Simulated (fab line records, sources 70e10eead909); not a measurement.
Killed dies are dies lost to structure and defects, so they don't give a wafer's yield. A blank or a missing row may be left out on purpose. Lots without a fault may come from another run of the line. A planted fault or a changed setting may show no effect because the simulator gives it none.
Which tool did it? | flow nand_harc | 24 lots, 72 wafers sampled, at 6 steps of a route of 1302

WHAT THE GAUGES READ, wafer by wafer
NHARC_A_START_INSPECT_01. Usual: raw_defect_count 3.6, standard deviation 1.9.
lot  | measured     | on                | raw_defect_count | flag
L074 | day 7 01:24  | defect_inspect-02 | 3 6 4            |
L075 | day 7 04:07  | defect_inspect-02 | 3 5 4            |
L076 | day 7 13:56  | defect_inspect-01 | 5 5 4            |
L078 | day 8 06:32  | defect_inspect-02 | 1 1 4            |
L077 | day 8 06:59  | defect_inspect-01 | 2 6 2            |
L079 | day 8 21:59  | defect_inspect-02 | 5 5 2            |
L080 | day 9 09:15  | defect_inspect-01 | 5 6 4            |
L081 | day 9 17:20  | defect_inspect-01 | 4 2 7            |
L082 | day 10 04:25 | defect_inspect-02 | 3 7 2            |
L083 | day 10 22:28 | defect_inspect-01 | 5 3 4            |
L084 | day 11 04:20 | defect_inspect-01 | 1 4 0            |
L085 | day 11 09:44 | defect_inspect-01 | 2 2 2            |
L086 | day 11 14:38 | defect_inspect-01 | 4 2 5            |
L087 | day 11 23:52 | defect_inspect-02 | 6 2 6            |
L088 | day 12 18:46 | defect_inspect-02 | 6 4 1            |
L089 | day 12 19:10 | defect_inspect-02 | 3 3 8            |
L090 | day 13 14:02 | defect_inspect-01 | 1 7 2            |
L091 | day 13 20:58 | defect_inspect-01 | 5 5 5            |
L092 | day 14 05:17 | defect_inspect-02 | 1 4 3            |
L093 | day 14 14:36 | defect_inspect-02 | 2 5 4            |
L094 | day 15 08:20 | defect_inspect-01 | 5 1 5            |
L095 | day 15 09:30 | defect_inspect-01 | 5 3 5            |
L096 | day 15 19:54 | defect_inspect-01 | 7 4 2            |
L097 | day 16 14:53 | defect_inspect-02 | 1 4 4            |

NHARC_A_ONON_D1_THK_MEAS_02: measures by ellipsometry. Usual: thk_nm 1001 nm, standard deviation 8.5.
lot  | measured     | on            | thk_nm (nm)    | flag
L074 | day 8 00:17  | film_metro-01 | 991 994 992    |
L075 | day 8 03:37  | film_metro-02 | 991 993 991    |
L076 | day 8 12:31  | film_metro-02 | 1001 1003 1003 |
L078 | day 9 07:37  | film_metro-02 | 992 990 993    |
L077 | day 9 07:37  | film_metro-01 | 993 992 993    |
L079 | day 10 01:41 | film_metro-01 | 1005 1004 1005 |
L080 | day 10 09:59 | film_metro-02 | 997 998 998    |
L081 | day 10 18:19 | film_metro-01 | 987 989 988    |
L082 | day 11 03:11 | film_metro-02 | 999 998 1000   |
L083 | day 11 22:31 | film_metro-01 | 1009 1006 1007 |
L084 | day 12 04:59 | film_metro-01 | 1017 1017 1017 |
L085 | day 12 11:01 | film_metro-02 | 1011 1011 1010 |
L086 | day 12 11:01 | film_metro-01 | 994 994 994    |
L087 | day 13 01:49 | film_metro-02 | 997 997 998    |
L088 | day 13 19:10 | film_metro-01 | 1019 1019 1018 |
L089 | day 13 19:10 | film_metro-01 | 1007 1007 1009 |
L090 | day 14 15:15 | film_metro-02 | 994 997 997    |
L091 | day 14 21:14 | film_metro-01 | 999 997 997    |
L092 | day 15 05:18 | film_metro-01 | 1001 1000 1001 |
L093 | day 15 13:34 | film_metro-02 | 987 989 989    |
L094 | day 16 07:55 | film_metro-01 | 1006 1009 1009 |
L095 | day 16 07:55 | film_metro-02 | 1011 1011 1012 |
L096 | day 16 18:53 | film_metro-01 | 1006 1006 1006 |
L097 | day 17 13:31 | film_metro-01 | 998 1000 997   |

NHARC_A_CHANNEL_HOLE_D1_OVL_MEAS_11. Usual: overlay_x_nm 0.1 nm, standard deviation 1.2; overlay_y_nm 0.2 nm, standard deviation 0.73.
lot  | measured     | on         | overlay_x_nm (nm) | overlay_y_nm (nm) | flag
L074 | day 8 20:05  | overlay-02 | 0.5 1.0 0.4       | 1.3 1.2 0.9       |
L075 | day 8 19:14  | overlay-01 | 0.0 -0.2 0.0      | -0.1 0.2 -0.2     |
L076 | day 9 07:55  | overlay-02 | 0.9 0.6 0.4       | 1.1 0.5 1.1       |
L078 | day 9 23:53  | overlay-01 | -0.3 -0.2 -0.4    | 0.4 -0.1 0.3      |
L077 | day 10 01:39 | overlay-01 | 0.0 0.1 0.4       | 0.3 0.2 0.0       |
L079 | day 10 19:49 | overlay-01 | -1.4 -2.0 -1.5    | 1.4 1.3 1.6       |
L080 | day 11 03:55 | overlay-02 | 1.0 1.4 1.0       | 0.2 -0.3 -0.5     |
L081 | day 11 11:25 | overlay-02 | -1.3 -1.1 -0.6    | -0.1 -0.1 -0.3    |
L082 | day 12 00:01 | overlay-01 | -0.4 -0.8 -1.1    | 0.3 0.4 0.6       |
L083 | day 12 15:11 | overlay-01 | -2.3 -2.7 -2.2    | -1.2 -1.0 -1.1    |
L084 | day 12 21:49 | overlay-02 | 1.8 1.7 1.9       | 0.0 -0.1 -0.7     |
L085 | day 13 02:39 | overlay-02 | 1.5 1.3 1.5       | 0.0 0.3 0.2       |
L086 | day 13 02:41 | overlay-02 | 0.8 1.2 1.4       | -0.4 0.0 0.4      |
L087 | day 13 19:28 | overlay-01 | 0.4 -0.4 0.2      | -0.7 -0.8 -0.4    |
L088 | day 14 10:39 | overlay-01 | 0.3 -0.1 0.6      | 0.7 0.2 0.1       |
L089 | day 14 10:53 | overlay-01 | -1.5 -0.8 -0.7    | -0.6 -0.6 0.0     |
L090 | day 15 06:59 | overlay-02 | 1.8 1.8 2.1       | -0.3 0.1 0.2      |
L091 | day 15 16:32 | overlay-02 | 1.7 1.0 0.5       | 0.4 0.3 0.8       |
L092 | day 15 22:14 | overlay-02 | -2.7 -2.3 -2.9    | 1.4 1.6 1.7       |
L093 | day 16 05:16 | overlay-02 | 0.1 0.2 0.0       | -0.3 -0.3 -1.0    |
L094 | day 17 05:40 | overlay-01 | -1.4 -1.3 -0.3    | 1.7 1.2 1.7       |
L095 | day 17 05:22 | overlay-02 | 0.7 0.3 0.1       | 0.7 0.9 0.0       |
L096 | day 17 12:58 | overlay-01 | 0.0 0.0 -0.3      | -0.6 -0.4 -1.0    |
L097 | day 18 06:44 | overlay-02 | 1.0 1.5 0.7       | 0.5 0.6 0.1       |

NHARC_A_CHANNEL_HOLE_D1_CD_MEAS_18. Usual: cd_nm 99 nm, standard deviation 3.1.
lot  | measured     | on        | cd_nm (nm)  | flag
L074 | day 8 21:17  | cd_sem-02 | 101 98 97   |
L075 | day 8 20:27  | cd_sem-01 | 102 95 97   |
L076 | day 9 09:08  | cd_sem-01 | 95 100 98   |
L078 | day 10 01:06 | cd_sem-02 | 96 97 103   |
L077 | day 10 02:52 | cd_sem-01 | 94 101 97   |
L079 | day 10 21:01 | cd_sem-02 | 101 97 97   |
L080 | day 11 05:07 | cd_sem-02 | 105 98 96   |
L081 | day 11 12:37 | cd_sem-02 | 102 97 95   |
L082 | day 12 01:13 | cd_sem-02 | 95 101 103  |
L083 | day 12 16:23 | cd_sem-02 | 100 106 99  |
L084 | day 12 23:01 | cd_sem-01 | 99 97 106   |
L085 | day 13 03:52 | cd_sem-02 | 101 97 96   |
L086 | day 13 03:54 | cd_sem-01 | 97 97 100   |
L087 | day 13 20:40 | cd_sem-02 | 103 100 101 |
L088 | day 14 11:52 | cd_sem-02 | 101 94 102  |
L089 | day 14 12:13 | cd_sem-03 | 98 98 98    |
L090 | day 15 08:17 | cd_sem-03 | 100 102 101 |
L091 | day 15 17:43 | cd_sem-03 | 95 98 106   |
L092 | day 15 23:27 | cd_sem-02 | 101 95 103  |
L093 | day 16 06:28 | cd_sem-03 | 101 96 100  |
L094 | day 17 06:52 | cd_sem-02 | 97 95 96    |
L095 | day 17 06:34 | cd_sem-03 | 97 105 98   |
L096 | day 17 15:10 | cd_sem-02 | 97 101 93   |
L097 | day 18 08:07 | cd_sem-03 | 96 96 103   |

WHICH TOOL RAN EACH LOT (tool, then ch and the chambers of the sampled wafers, then the start)
lot  | NHARC_P_BONDPAD_ACTIVATE_29        | NHARC_A_ZERO_WELL_ETCH_13
L074 | rie_diel-10 ch 1,3, day 7 01:00    | rie_si-03 ch 0,2,3, day 7 02:38
L075 | rie_diel-10 ch 0,1,3, day 7 03:44  | rie_si-03 ch 0,1,2, day 7 05:22
L076 | rie_diel-09 ch 1,2,3, day 7 13:34  | rie_si-02 ch 0,1,2, day 7 15:03
L078 | rie_diel-10 ch 0,1,2, day 8 06:08  | rie_si-06 ch 0,1, day 8 07:37
L077 | rie_diel-09 ch 0,2,3, day 8 06:36  | rie_si-03 ch 1,2,3, day 8 08:15
L079 | rie_diel-09 ch 1,2,3, day 8 21:35  | rie_si-02 ch 0,1,3, day 8 23:11
L080 | rie_diel-10 ch 1,2,3, day 9 08:51  | rie_si-06 ch 1,2, day 9 10:19
L081 | rie_diel-09 ch 0,1,3, day 9 16:56  | rie_si-02 ch 0,2,3, day 9 18:34
L082 | rie_diel-09 ch 0,3, day 10 04:02   | rie_si-02 ch 0,1,2, day 10 05:34
L083 | rie_diel-10 ch 0,1,3, day 10 22:07 | rie_si-02 ch 2,3, day 10 23:41
L084 | rie_diel-08 ch 0,2,3, day 11 03:57 | rie_si-02 ch 0,1, day 11 05:25
L085 | rie_diel-09 ch 1,2,3, day 11 09:19 | rie_si-03 ch 0,2, day 11 10:49
L086 | rie_diel-10 ch 0,1,3, day 11 14:15 | rie_si-02 ch 1,3, day 11 15:43
L087 | rie_diel-08 ch 1,2,3, day 11 23:28 | rie_si-06 ch 0,1,2, day 12 00:58
L088 | rie_diel-08 ch 2,3, day 12 18:22   | rie_si-06 ch 0,1,2, day 12 20:01
L089 | rie_diel-09 ch 2,3, day 12 18:45   | rie_si-03 ch 1,2, day 12 20:24
L090 | rie_diel-10 ch 0,1,2, day 13 13:35 | rie_si-06 ch 0,1, day 13 15:06
L091 | rie_diel-08 ch 0,1,3, day 13 20:35 | rie_si-06 ch 0,1,2, day 13 22:03
L092 | rie_diel-09 ch 0,1, day 14 04:53   | rie_si-02 ch 0,1,3, day 14 06:30
L093 | rie_diel-08 ch 1,2, day 14 14:11   | rie_si-06 ch 0,1,2, day 14 15:49
L094 | rie_diel-09 ch 0,2, day 15 07:56   | rie_si-02 ch 2,3, day 15 09:32
L095 | rie_diel-09 ch 1,2,3, day 15 09:05 | rie_si-06 ch 0,1,3, day 15 10:35
L096 | rie_diel-10 ch 0,1,3, day 15 19:30 | rie_si-03 ch 0,1,3, day 15 21:07
L097 | rie_diel-10 ch 0,1,2, day 16 14:30 | rie_si-06 ch 0,1, day 16 15:58
- NHARC_P_BONDPAD_ACTIVATE_29: chemistry N2, time 60 s.
- NHARC_A_ZERO_WELL_ETCH_13: etches the open film in HBr/Cl2, target depth 120 nm, time 40.1 s.

WHAT THE TOOLS THEMSELVES READ (means of the sampled wafers that have a number; where no wafer has one, the mark that the record gives instead)
NHARC_P_BONDPAD_ACTIVATE_29. Usual: drypump_motor_current_A 5.6 A, standard deviation 0.5; mfc_ar_sccm 0.008 sccm, standard deviation 0.01; n2_flow_sccm 200.0 sccm, standard deviation 0.66; oes_product_au 0.994 a.u., standard deviation 0.014; rf_vpp_V 64.1 V, standard deviation 0.87; showerhead_plenum_p_Torr 1.76 Torr, standard deviation 0.065.
lot  | tool        | drypump_motor_current_A (A) | mfc_ar_sccm (sccm) | n2_flow_sccm (sccm) | oes_product_au (a.u.) | rf_vpp_V (V) | showerhead_plenum_p_Torr (Torr) | flag
L074 | rie_diel-10 | 5.4                         | 0.003              | 199.6               | 0.991                 | 64.7         | 1.77                            |
L075 | rie_diel-10 | 5.4                         | 0.005              | 199.9               | 0.985                 | 64.9         | 1.76                            |
L076 | rie_diel-09 | 5.7                         | 0.014              | 200.0               | 0.999                 | 64.7         | 1.78                            |
L078 | rie_diel-10 | 5.5                         | 0.004              | 199.8               | 1.002                 | 62.7         | 1.78                            |
L077 | rie_diel-09 | 5.6                         | 0.003              | 199.7               | 0.994                 | 64.0         | 1.77                            |
L079 | rie_diel-09 | 5.7                         | 0.014              | 200.3               | 0.991                 | 64.5         | 1.78                            |
L080 | rie_diel-10 | 5.2                         | 0.006              | 200.4               | 0.995                 | 63.8         | 1.81                            |
L081 | rie_diel-09 | 5.3                         | 0.011              | 199.6               | 0.985                 | 64.2         | 1.77                            |
L082 | rie_diel-09 | 5.1                         | 0.000              | 200.3               | 0.991                 | 64.6         | 1.81                            |
L083 | rie_diel-10 | 5.4                         | 0.005              | 200.1               | 0.995                 | 64.8         | 1.76                            |
L084 | rie_diel-08 | 5.6                         | 0.013              | 199.3               | 0.995                 | 63.3         | 1.69                            |
L085 | rie_diel-09 | 5.7                         | 0.014              | 200.7               | 0.986                 | 64.1         | 1.78                            |
L086 | rie_diel-10 | 5.4                         | 0.005              | 199.5               | 0.990                 | 64.9         | 1.76                            |
L087 | rie_diel-08 | 5.7                         | 0.007              | 199.3               | 0.990                 | 64.7         | 1.72                            |
L088 | rie_diel-08 | 5.5                         | 0.009              | 200.6               | 0.987                 | 64.2         | 1.66                            |
L089 | rie_diel-09 | 6.0                         | 0.006              | 199.6               | 1.003                 | 63.7         | 1.77                            |
L090 | rie_diel-10 | 5.6                         | 0.004              | 200.0               | 0.983                 | 63.7         | 1.77                            |
L091 | rie_diel-08 | 5.6                         | 0.016              | 200.5               | 0.996                 | 64.2         | 1.74                            |
L092 | rie_diel-09 | 5.5                         | 0.011              | 200.2               | 0.981                 | 62.9         | 1.73                            |
L093 | rie_diel-08 | 6.0                         | 0.002              | 200.3               | 0.994                 | 64.0         | 1.72                            |
L094 | rie_diel-09 | 5.8                         | 0.003              | 200.1               | 0.986                 | 64.2         | 1.72                            |
L095 | rie_diel-09 | 5.7                         | 0.014              | 200.3               | 1.014                 | 64.0         | 1.78                            |
L096 | rie_diel-10 | 5.4                         | 0.005              | 200.2               | 0.992                 | 64.0         | 1.76                            |
L097 | rie_diel-10 | 5.6                         | 0.004              | 199.4               | 1.001                 | 64.3         | 1.77                            |

NHARC_A_ZERO_WELL_ETCH_13. Usual: bias_w 100.0 W, standard deviation 0.32; drypump_motor_current_A 6.0 A, standard deviation 0.46; oes_product_au 1.002 a.u., standard deviation 0.013; throttle_valve_pct 26.406 %, standard deviation 0.0095.
lot  | tool      | bias_w (W) | drypump_motor_current_A (A) | oes_product_au (a.u.) | throttle_valve_pct (%) | flag
L074 | rie_si-03 | 100.3      | 5.8                         | 1.016                 | 26.405                 |
L075 | rie_si-03 | 99.8       | 6.0                         | 0.994                 | 26.401                 |
L076 | rie_si-02 | 100.0      | 6.1                         | 1.005                 | 26.395                 |
L078 | rie_si-06 | 99.9       | 5.4                         | 1.004                 | 26.403                 |
L077 | rie_si-03 | 99.8       | 5.8                         | 0.997                 | 26.409                 |
L079 | rie_si-02 | 99.8       | 6.3                         | 1.007                 | 26.413                 |
L080 | rie_si-06 | 100.0      | 6.0                         | 1.019                 | 26.408                 |
L081 | rie_si-02 | 100.3      | 6.1                         | 0.989                 | 26.409                 |
L082 | rie_si-02 | 99.9       | 6.1                         | 1.021                 | 26.402                 |
L083 | rie_si-02 | 100.0      | 6.1                         | 0.990                 | 26.402                 |
L084 | rie_si-02 | 100.2      | 6.3                         | 1.019                 | 26.406                 |
L085 | rie_si-03 | 99.9       | 6.1                         | 1.001                 | 26.399                 |
L086 | rie_si-02 | 100.2      | 6.4                         | 1.009                 | 26.404                 |
L087 | rie_si-06 | 99.5       | 5.7                         | 0.991                 | 26.398                 |
L088 | rie_si-06 | 100.5      | 5.7                         | 1.001                 | 26.397                 |
L089 | rie_si-03 | 99.6       | 6.0                         | 0.995                 | 26.416                 |
L090 | rie_si-06 | 100.0      | 5.4                         | 1.002                 | 26.403                 |
L091 | rie_si-06 | 99.9       | 5.7                         | 0.999                 | 26.412                 |
L092 | rie_si-02 | 100.7      | 6.3                         | 1.002                 | 26.406                 |
L093 | rie_si-06 | 100.2      | 5.7                         | 1.003                 | 26.399                 |
L094 | rie_si-02 | 100.1      | 6.1                         | 1.001                 | 26.418                 |
L095 | rie_si-06 | 99.9       | 5.7                         | 1.003                 | 26.403                 |
L096 | rie_si-03 | 99.7       | 6.1                         | 0.984                 | 26.401                 |
L097 | rie_si-06 | 100.1      | 5.3                         | 0.994                 | 26.406                 |

THE ANSWER, worked out from the rows above alone
Rule: a lot is off if the mean of its wafers that have a number lies more than 3 standard deviations from the usual mean. A lot without any number at a reading at which 4 lots or more have one is off too. The other lots that the step has rows for count as sound. The gauges are gone through in route order, then the tools' own readings, and for those a lot's mean is taken as printed above. The first step at which some lot is off is used, and at that step the reading that is off furthest; a lot without a number counts as furthest.
No lot is off at any reading shown: from this, nothing can be told.

WHAT THE SIMULATOR HAD PUT IN
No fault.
